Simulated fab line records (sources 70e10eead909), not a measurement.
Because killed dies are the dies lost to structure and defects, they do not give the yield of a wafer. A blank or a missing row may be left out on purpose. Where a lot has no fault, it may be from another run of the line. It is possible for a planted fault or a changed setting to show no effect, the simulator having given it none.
Struck lot and sound lot, side by side / flow nand_harc / 14 out of 1159 route steps
Sound: these wafers, L355.2, L355.3, L355.6. Struck: wafer L346.3. (L346.1, L346.4 of the same lot were not struck and are left out.) The cause comes at the end.
For every step that has rows: the tool of each side, followed by ch and its chambers, followed by its first start. Under that, the readings that differ: sound wafers / struck wafers / difference of the means / sigmas: that difference in standard deviations of wafers without a fault.
alike: a reading whose means differ by less than 2 such deviations, as well as words and numbers matching on both sides. not compared: withheld readings; readings where some wafer has no value; bounds like >300 that might hide an equal value; numbers whose values overlap and for which the record gives no deviation.
Wherever a step has rows on one side only, a row that says differs or no value, or a row with sigmas, the two part there. Numbers that don't overlap but have no deviation are shown without sigmas and don't part them. A reading that every wafer of one side lacks parts them only if that side has two wafers or more.

first, 6 steps without rows for these wafers: NHARC_A_CONTACT_COAT_02 (resist thk 90 nm); NHARC_A_CONTACT_SOFTBAKE_03 (time 55 s); NHARC_A_CONTACT_EBR_04; NHARC_A_CONTACT_EXPOSE_05 (exposes mask A CC); NHARC_A_CONTACT_PEB_06 (peb time 65 s); NHARC_A_CONTACT_DEVELOP_07 (develop time 35 s).
NHARC_A_CONTACT_CD_MEAS_08: target cd 100 nm.
  sound on cd_sem-03 ch 0, day 21 02:47; struck on cd_sem-03 ch 0, day 18 08:44
  alike: cd_nm
NHARC_A_CONTACT_OVL_MEAS_09:
  sound on overlay-01 at day 21 02:53; struck on overlay-02 at day 18 08:49
  alike: overlay_x_nm, overlay_y_nm
NHARC_A_CONTACT_INSPECT_10:
  sound on defect_inspect-01 at day 21 02:55; struck on defect_inspect-02 at day 18 08:51
  alike: raw_defect_count
NHARC_A_CONTACT_DESCUM_13: chemistry O2, time 3 s.
  sound on rie_diel-03 ch 1,2,3, day 21 02:59; struck on rie_diel-12 ch 0, day 18 08:55
reading=rf_vpp_V (V); sound=57.8 58.2 58.2; struck=56.2; difference=-1.9; sigmas=-2
  alike: drypump_motor_current_A, oes_product_au, showerhead_plenum_p_Torr, throttle_valve_pct
  not compared: rf_hours_counter_h
NHARC_A_CONTACT_ETCH_88: etches the open film in CF4, target depth 39 nm, time 65 s.
  sound on rie_diel-03 ch 0,2,3, day 21 03:04; struck on rie_diel-12 ch 1, day 18 09:01
reading=oes_product_au (a.u.); sound=1.006 1.010 1.016; struck=0.988; difference=-0.023; sigmas=-2
  alike: bias_w, drypump_motor_current_A, rf_vpp_V, run_length_s, showerhead_plenum_p_Torr, throttle_valve_pct
  not compared: rf_hours_counter_h
NHARC_A_CONTACT_ETCH_89: etches the open film in N2/H2, target depth 260 nm, time 475.3 s.
  sound on rie_diel-03 ch 0,1,3; struck on rie_diel-12 ch 2
  alike: bias_w, drypump_motor_current_A, oes_product_au, rf_vpp_V, run_length_s, showerhead_plenum_p_Torr, throttle_valve_pct
  not compared: rf_hours_counter_h
NHARC_A_CONTACT_ETCH_30: etches the open film in CF4/CHF3, target depth 60.5 nm, time 30.2 s.
  sound on rie_diel-03 ch 0,3, day 21 03:30; struck on rie_diel-12 ch 0, day 18 09:26
reading=oes_product_au (a.u.); sound=0.959 0.986 0.956; struck=0.915; difference=-0.052; sigmas=-2
reading=run_length_s (s); sound=51.5 52.3 51.8; struck=43.7; difference=-8.2; sigmas=-13
  alike: chf3_flow_sccm, drypump_motor_current_A, rf_vpp_V, showerhead_plenum_p_Torr, throttle_valve_pct
  not compared: bias_w, rf_hours_counter_h
NHARC_A_CONTACT_ETCH_31: etches the open film in O2/COS, target depth 2000 nm, time 520 s.
  sound on rie_diel-03 ch 1,2; struck on rie_diel-12 ch 0
  alike: bias_w, drypump_motor_current_A, oes_product_au, rf_vpp_V, run_length_s, showerhead_plenum_p_Torr, throttle_valve_pct
  not compared: rf_hours_counter_h

WHERE THEY PART
Last at NHARC_A_CONTACT_ETCH_30 as far as this record goes, first at NHARC_A_CONTACT_DESCUM_13. Later steps at which nothing parts them and some readings are alike: NHARC_A_CONTACT_ETCH_31.

WHY: whatever the simulator had introduced
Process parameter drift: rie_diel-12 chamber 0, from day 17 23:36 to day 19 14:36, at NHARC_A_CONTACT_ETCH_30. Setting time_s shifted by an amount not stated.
